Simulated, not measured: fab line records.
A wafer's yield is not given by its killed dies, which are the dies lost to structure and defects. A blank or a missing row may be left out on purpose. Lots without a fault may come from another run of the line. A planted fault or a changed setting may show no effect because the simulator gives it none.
Which of the tools did it?	flow nandHarc	11 lots, 33 wafers sampled, at 5 steps of a route of 1302

== WHAT EACH GAUGE READ, for each wafer ==
NHARC_A_CONTACT_OVL_MEAS_70. Usual: overlayXNm 0.1 nm, standard deviation 0.9; overlayYNm 0.1 nm, standard deviation 0.74.
lot	measured	on	overlayXNm (nm)	overlayYNm (nm)	flag
L757	day 22 16:46	overlay-01	0.5 0.0 0.6	0.2 0.1 0.0	
L760	day 23 06:49	overlay-01	-0.6 -0.3 -0.4	0.5 1.4 1.3	
L761	day 24 00:21	overlay-01	-0.6 -0.4 -0.6	1.1 1.6 1.0	
L769	day 26 21:35	overlay-02	0.6 1.0 0.8	0.9 1.2 0.5	
L770	day 27 19:32	overlay-02	-0.2 -0.7 -0.5	-0.4 -0.5 -0.1	
L771	day 28 01:05	overlay-01	-0.5 -1.2 -0.5	-0.8 -1.8 -1.5	
L772	day 28 05:24	overlay-01	1.6 1.5 1.5	-0.2 -0.7 -0.5	
L773	day 29 05:40	overlay-01	0.3 1.1 0.3	0.4 1.0 0.9	
L778	day 30 14:26	overlay-02	0.8 1.1 1.2	0.3 0.5 0.9	
L777	day 30 17:01	overlay-01	0.4 0.7 1.4	0.7 1.2 0.9	
L779	day 31 07:46	overlay-01	0.3 0.4 0.3	0.2 -0.6 0.0	

NHARC_END_SORT_01. Usual: killedAtArray 55, standard deviation 19; killedAtOther 0.8, standard deviation 1.1; killedAtPeriphery 4.0, standard deviation 2.6; killedDies 60, standard deviation 20; killedOpen 3.4, standard deviation 1.7; killedShort 2.6, standard deviation 1.5.
lot	measured	on	killedAtArray	killedAtOther	killedAtPeriphery	killedDies	killedOpen	killedShort	flag
L760	day 25 16:00	prober-01	671 673 672	0 0 1	6 4 4	677 677 677	3 4 3	0 2 1	OFF
L761	day 26 18:12	prober-02	673 670 675	0 0 0	4 7 2	677 677 677	3 9 1	5 4 1	OFF
L769	day 29 12:03	prober-01	55 60 60	0 1 0	4 0 4	59 61 64	5 3 2	3 2 2	
L771	day 30 14:07	prober-01	44 47 37	0 0 0	7 1 2	51 48 39	2 2 2	3 1 3	
L772	day 30 19:56	prober-02	58 62 53	5 3 2	5 12 7	68 77 62	4 4 5	1 1 1	
L773	day 31 21:59	prober-02	103 96	1 0	9 7	113 103	2 2	4 3	
L778	day 33 05:57	prober-02	66 77 63	0 0 0	3 0 3	69 77 66	1 7 2	1 4 3	
L777	day 33 06:01	prober-01	52 36 56	2 2 2	3 8 8	57 46 66	3 2 3	2 2 5	

== TOOL THAT RAN EACH LOT (tool first, then ch and the chambers of the sampled wafers, then the start) ==
lot	NHARC_A_CONTACT_DESCUM_74	NHARC_A_CONTACT_ETCH_75	NHARC_A_CONTACT_ETCH_129
L757	rieDiel-06 ch 0,2, day 22 16:52	rieDiel-06 ch 0,2,3, day 22 16:57	harCapEtch-02 ch 0,1, day 22 19:20
L760	rieDiel-01 ch 0,2,3, day 23 06:55	rieDiel-01 ch 0,1,3, day 23 07:00	harCapEtch-02 ch 0,1, day 23 09:22
L761	rieDiel-06 ch 1,2,3, day 24 00:27	rieDiel-06 ch 0,2,3, day 24 00:32	harCapEtch-02 ch 0,1, day 24 02:53
L769	rieDiel-04 ch 1,2, day 26 21:41	rieDiel-04 ch 0,1, day 26 21:47	harCapEtch-02 ch 0,1, day 27 00:13
L770	rieDiel-06 ch 0,2,3, day 27 19:39	rieDiel-06 ch 0,2, day 27 19:44	harCapEtch-03 ch 0,1, day 27 22:24
L771	rieDiel-04 ch 0,1, day 28 01:11	rieDiel-04 ch 0,1,3, day 28 01:16	harCapEtch-01 ch 0,1, day 28 03:38
L772	rieDiel-01 ch 1,3, day 28 05:30	rieDiel-01 ch 0,2,3, day 28 05:35	harCapEtch-02 ch 0,1, day 28 08:14
L773	rieDiel-04 ch 1,2, day 29 05:46	rieDiel-04 ch 1,2, day 29 05:53	harCapEtch-03 ch 0,1, day 29 08:34
L778	rieDiel-01 ch 0,2,3, day 30 14:32	rieDiel-01 ch 1,2,3, day 30 14:38	harCapEtch-02 ch 0,1, day 30 17:00
L777	rieDiel-01 ch 0,1,2, day 30 17:07	rieDiel-01 ch 1,2, day 30 17:13	harCapEtch-01 ch 0,1, day 30 19:51
L779	rieDiel-06 ch 1,2,3, day 31 07:53	rieDiel-06 ch 0,1,3, day 31 07:57	harCapEtch-02 ch 0,1, day 31 10:20
- NHARC_A_CONTACT_DESCUM_74: chemistry O2, time 3 s.
- NHARC_A_CONTACT_ETCH_75: etches the open film in CF4, target depth 39 nm, time 65 s.
- NHARC_A_CONTACT_ETCH_129: etches the open film in C4F8/O2/Ar, time 197 s, target depth 1918 nm.

== AS READ BY THE TOOLS THEMSELVES (means over the sampled wafers that have a number; for cases with no such wafer, the mark the record gives instead) ==
NHARC_A_CONTACT_DESCUM_74. Usual: drypumpMotorCurrentA 5.6 A, standard deviation 0.34; o2FlowSccm 200.0 sccm, standard deviation 0.53; oesProductAu 0.996 a.u., standard deviation 0.01; rfVppV 57.7 V, standard deviation 0.93; showerheadPlenumPTorr 1.91 Torr, standard deviation 0.081; throttleValvePct 11.311 %, standard deviation 0.0085.
lot	tool	drypumpMotorCurrentA (A)	o2FlowSccm (sccm)	oesProductAu (a.u.)	rfVppV (V)	showerheadPlenumPTorr (Torr)	throttleValvePct (%)	flag
L757	rieDiel-06	5.5	199.5	1.005	57.4	1.86	11.310	
L760	rieDiel-01	5.7	200.1	1.009	58.1	1.98	11.310	
L761	rieDiel-06	5.7	200.0	0.983	58.3	1.96	11.323	
L769	rieDiel-04	5.6	200.1	1.000	57.6	1.89	11.315	
L770	rieDiel-06	5.6	200.2	1.000	57.8	1.86	11.314	
L771	rieDiel-04	5.4	200.0	1.001	57.5	1.83	11.318	
L772	rieDiel-01	6.0	200.1	0.986	57.4	1.94	11.310	
L773	rieDiel-04	5.6	200.3	0.992	58.3	1.88	11.307	
L778	rieDiel-01	5.7	200.1	0.983	59.0	1.96	11.306	
L777	rieDiel-01	5.6	199.4	0.980	58.0	1.93	11.313	
L779	rieDiel-06	5.7	200.5	1.003	58.0	1.94	11.310	

NHARC_A_CONTACT_ETCH_75. Usual: biasW 100.0 W, standard deviation 0.33; cf4FlowSccm 150.0 sccm, standard deviation 0.47; drypumpMotorCurrentA 5.6 A, standard deviation 0.35; oesProductAu 0.996 a.u., standard deviation 0.0095; rfVppV 151.4 V, standard deviation 1.2; showerheadPlenumPTorr 1.77 Torr, standard deviation 0.068; throttleValvePct 13.284 %, standard deviation 0.0089.
lot	tool	biasW (W)	cf4FlowSccm (sccm)	drypumpMotorCurrentA (A)	oesProductAu (a.u.)	rfVppV (V)	showerheadPlenumPTorr (Torr)	throttleValvePct (%)	flag
L757	rieDiel-06	99.9	149.8	5.6	1.008	151.3	1.74	13.276	
L760	rieDiel-01	99.9	150.2	5.8	0.992	151.8	1.84	13.284	
L761	rieDiel-06	100.1	149.9	5.6	1.003	151.3	1.74	13.282	
L769	rieDiel-04	100.1	149.8	5.4	0.991	149.9	1.70	13.278	
L770	rieDiel-06	99.7	149.6	5.9	1.000	151.7	1.73	13.279	
L771	rieDiel-04	100.0	149.7	5.5	0.996	149.7	1.71	13.286	
L772	rieDiel-01	100.0	150.4	5.7	0.995	152.1	1.82	13.290	
L773	rieDiel-04	99.9	150.3	5.6	0.979	151.0	1.74	13.283	
L778	rieDiel-01	100.2	150.0	5.9	0.979	151.2	1.78	13.286	
L777	rieDiel-01	99.8	149.6	5.8	0.983	151.8	1.75	13.284	
L779	rieDiel-06	100.2	150.2	5.3	1.003	151.2	1.77	13.293	

NHARC_A_CONTACT_ETCH_129. Usual: chamberPressureMTorr 20.001 mTorr, standard deviation 0.016; oesAirLineAu 1.003 a.u., standard deviation 0.021.
lot	tool	chamberPressureMTorr (mTorr)	oesAirLineAu (a.u.)	flag
L757	harCapEtch-02	19.999	0.980	
L760	harCapEtch-02	-	-	OFF
L761	harCapEtch-02	-	-	OFF
L769	harCapEtch-02	20.016	1.000	
L770	harCapEtch-03	19.995	0.990	
L771	harCapEtch-01	19.995	1.030	
L772	harCapEtch-02	20.002	1.004	
L773	harCapEtch-03	20.004	1.007	
L778	harCapEtch-02	19.991	0.987	
L777	harCapEtch-01	19.993	1.003	
L779	harCapEtch-02	19.999	1.026	

== THE ANSWER, worked out from the rows above alone ==
Rule: a lot is off if the mean of its wafers that have a number lies more than 3 standard deviations from the usual mean. Also off: a lot with no number at a reading for which 4 or more lots have one. Where the step has rows for the other lots, those lots are counted as sound. After the gauges, taken in route order, come the tools' own readings; for these a lot's mean is taken, as printed above. At the first step where some lot is off, the reading lying furthest off is the one used; lots without a number count as furthest.
Off, at NHARC_END_SORT_01 on killedAtArray: L760, L761. Neither off nor sound, because the step has no rows for them: L757, L770, L779.
A tool fits if, at a process step before that reading, it ran every lot that is off, and no sound lot after the first of them. The gauges at NHARC_END_SORT_01 aren't tried: what is off there is off at NHARC_A_CONTACT_ETCH_129 too, on other tools, and a gauge's error can't cause that. Of those tried, none fits.

== WHAT THE SIMULATOR PUT IN ==
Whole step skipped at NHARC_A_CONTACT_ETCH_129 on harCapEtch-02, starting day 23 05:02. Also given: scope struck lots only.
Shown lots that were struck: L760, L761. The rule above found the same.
